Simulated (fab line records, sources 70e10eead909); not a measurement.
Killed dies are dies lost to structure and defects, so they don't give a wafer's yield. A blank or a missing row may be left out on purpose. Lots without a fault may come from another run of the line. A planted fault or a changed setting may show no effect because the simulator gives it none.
Problem report in the 8D (eight disciplines) form, filled by code | flow nand_harc | the parts of the form that need people (team, actions taken, sign-off) are left out

1. THE PROBLEM
raw_defect_count at NHARC_P_GATE_INSPECT_68 reads a mean of 720 on 9 wafers of 3 lots; wafers without a fault read 201 with a standard deviation of 75. That is +6.9 standard deviations from the usual mean.
First seen on wafer L996.2, day 7 03:47, on defect_inspect-01. The record holds 42 wafers of 14 lots with a number at this step. Rule for "out", or "out of limits": more than 4 standard deviations from the usual mean. The other wafers with a number count as sound.

2. WHAT IT IS AND WHAT IT IS NOT
question                    | is                                   | is not
which readings at this step | raw_defect_count                     | -
which lots                  | L996, L998, L999                     | L104, L106, L107, L108, L109, L110, L112, L113, L990, L991, L995
which wafers of those lots  | all that have a number               | -
read on which gauges        | defect_inspect-01, defect_inspect-02 | -
when                        | from day 7 03:47                     | up to then (9 sound wafers); but 24 sound wafers of L104, L106, L107, L108, L109, L110, L112, L113 came after

3. SUSPECTS, AND WHAT RULES EACH OUT
Counting: a tool at a process step up to the reading stays a suspect if it ran every lot that is out and no sound lot after the first of them.
- the gauge at NHARC_P_GATE_INSPECT_68: ruled out. The wafers that are out were read on 2 gauges (defect_inspect-01, defect_inspect-02).
- pvd_sputter-03 at NHARC_P_GATE_SPUTTER_78 (material Ni, target thk 10 nm): ruled out as a lasting fault. Sound lots L112 ran on it after its first lot that is out, L996 (day 7 02:56).
Left after counting: nothing in the record.

4. THE CAUSE (what the simulator had put in)
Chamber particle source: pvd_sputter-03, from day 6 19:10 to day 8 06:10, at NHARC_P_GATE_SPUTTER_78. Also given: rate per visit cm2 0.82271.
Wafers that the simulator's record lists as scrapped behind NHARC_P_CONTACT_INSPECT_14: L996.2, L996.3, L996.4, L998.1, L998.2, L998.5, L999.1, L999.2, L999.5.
Counting ruled it out, wrongly: the rule takes a fault to strike every lot that its tool runs from its start on, and this one did not.

5. THE CHAIN OF EFFECTS, in route order
Each row: a reading whose mean over the struck wafers that have a number lies more than 3 standard deviations from the usual. Only readings for which the record gives a usual standard deviation are gone through. hours: the time from each lot's start at the first step in this table that gives one to its start at this step, as a median over the lots. sigmas: the change in usual standard deviations.
hours | step                    | reading          | usual | on struck wafers | change | sigmas
0     | NHARC_P_GATE_INSPECT_68 | raw_defect_count | 201   | 720              | +519   | +6.9
Later measuring or inspecting steps at which every struck wafer that the step has a row for has a number for every such reading, and none has moved that far: NHARC_P_CONTACT_CD_MEAS_12.

6. WHAT WOULD HAVE CAUGHT IT SOONER
In this record the first reading out of limits at a measuring or inspecting step was taken at day 7 03:47, 9 hours after the fault began at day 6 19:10.
